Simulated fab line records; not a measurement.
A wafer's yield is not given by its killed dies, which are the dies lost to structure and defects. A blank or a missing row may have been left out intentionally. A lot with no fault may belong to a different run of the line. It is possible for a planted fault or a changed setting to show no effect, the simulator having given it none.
The tool behind it: which one? | flow nand-harc | 36 wafers from 12 lots sampled at 3 of the route's 1302 steps

## WHAT THE GAUGES SHOWED, per wafer
NHARC_P_ZERO_WELL_CD_MEAS_11: target cd 500 nm.
lot  | measured     | on        | cd-nm (nm)
L365 | day 1 07:15  | cd-sem-02 | 502.6 499.2 499.9
L370 | day 3 09:14  | cd-sem-03 | 498.5 496.7 503.5
L372 | day 4 05:15  | cd-sem-02 | 502.2 502.3 499.8
L376 | day 5 21:14  | cd-sem-02 | 501.5 502.8 500.6
L378 | day 6 17:07  | cd-sem-02 | 504.6 504.5 502.0
L380 | day 7 13:15  | cd-sem-03 | 503.8 502.1 502.6
L382 | day 8 09:14  | cd-sem-02 | 501.4 501.9 501.7
L383 | day 8 19:15  | cd-sem-01 | 500.0 497.1 499.7
L384 | day 9 05:15  | cd-sem-01 | 502.8 498.6 500.5
L385 | day 9 15:14  | cd-sem-02 | 499.9 502.4 499.4
L386 | day 10 01:07 | cd-sem-02 | 500.6 499.3 502.7
L387 | day 10 11:07 | cd-sem-02 | 496.9 500.0 496.4

NHARC_P_STI_OCD_MEAS_17.
lot  | measured     | on     | trench-depth-nm (nm) | trench-foot-cd-nm (nm)
L365 | day 2 08:55  | ocd-01 | 301 299 292          | 158.6 156.9 157.2
L370 | day 4 07:40  | ocd-02 | 298 302 295          | 157.3 156.5 157.3
L372 | day 5 03:46  | ocd-02 | 305 302 298          | 157.9 155.2 159.2
L376 | day 6 18:58  | ocd-02 | 296 298 300          | 160.3 160.3 159.3
L378 | day 7 17:29  | ocd-01 | 302 303 303          | 159.0 160.1 159.1
L380 | day 8 14:00  | ocd-02 | 300 302 301          | 159.4 156.4 156.7
L382 | day 9 09:17  | ocd-02 | 300 298 302          | 158.7 160.3 158.8
L383 | day 9 19:07  | ocd-02 | 305 305 298          | 158.2 155.5 161.3
L384 | day 10 05:43 | ocd-02 | 296 302 297          | 158.3 154.6 158.9
L385 | day 10 17:42 | ocd-01 | 295 300 297          | 161.7 161.2 160.5
L386 | day 11 02:21 | ocd-02 | 297 300 299          | 158.9 160.5 158.5
L387 | day 11 08:41 | ocd-01 | 296 296 297          | 157.6 158.7 160.2

## WHICH TOOL RAN EACH LOT (tool, then ch and the chambers of the sampled wafers, then the start)
lot  | NHARC_P_ZERO_WELL_PEB_35
L365 | litho-track-05 ch 0, day 1 10:55
L370 | litho-track-07 ch 0, day 3 12:09
L372 | litho-track-07 ch 0, day 4 08:19
L376 | litho-track-05 ch 0, day 5 23:59
L378 | litho-track-07 ch 0, day 6 20:01
L380 | litho-track-02 ch 0, day 7 16:16
L382 | litho-track-02 ch 0, day 8 12:11
L383 | litho-track-07 ch 0, day 8 22:56
L384 | litho-track-07 ch 0, day 9 07:53
L385 | litho-track-07 ch 0, day 9 18:08
L386 | litho-track-07 ch 0, day 10 03:46
L387 | litho-track-02 ch 0, day 10 13:52
- NHARC_P_ZERO_WELL_PEB_35: peb time 85 s.

## AS READ BY THE TOOLS THEMSELVES (means over the sampled wafers that have a number; for cases with no such wafer, the mark the record gives instead)
NHARC_P_ZERO_WELL_PEB_35.
lot  | tool           | heater-power-total-W (W) | plate-temp-C (C)
L365 | litho-track-05 | 164.27                   | 117.83
L370 | litho-track-07 | 160.14                   | 115.96
L372 | litho-track-07 | 160.17                   | 115.80
L376 | litho-track-05 | 163.90                   | 117.81
L378 | litho-track-07 | 163.78                   | 118.13
L380 | litho-track-02 | 163.94                   | 118.17
L382 | litho-track-02 | 164.24                   | 118.01
L383 | litho-track-07 | 164.12                   | 118.15
L384 | litho-track-07 | 163.85                   | 118.06
L385 | litho-track-07 | 164.10                   | 118.09
L386 | litho-track-07 | 163.95                   | 118.05
L387 | litho-track-02 | 163.99                   | 118.01

## THE ANSWER, worked out from the rows above alone
Rule: the usual values come from the lots themselves. The widest of any qualifying gaps counts: lots, ordered by their means at a reading, are off when they make up no more than a third of the lots, leave a main group of 4 or more, and stand apart from it by 3 or more times the standard deviation of that group's means. The tables above print the reading to a certain number of digits; a main group whose means all agree to those digits is not used. Also off: a lot with no number at a reading for which 4 or more lots have one. All remaining lots with rows at the step are treated as sound. The gauges are gone through in route order, then the tools' own readings, and for those a lot's mean is taken as printed above. At the first step where some lot is off, the reading lying furthest off is the one used; lots without a number count as furthest.
Off, at NHARC_P_ZERO_WELL_PEB_35 on heater-power-total-W: L370, L372. For the main group the mean is 164.01 W and the standard deviation 0.15.
A tool fits if, at that step or a process step before it, it ran every lot that is off, and no sound lot after the first of them. No candidate that was tried fits.

## WHAT HAD BEEN PUT IN BY THE SIMULATOR
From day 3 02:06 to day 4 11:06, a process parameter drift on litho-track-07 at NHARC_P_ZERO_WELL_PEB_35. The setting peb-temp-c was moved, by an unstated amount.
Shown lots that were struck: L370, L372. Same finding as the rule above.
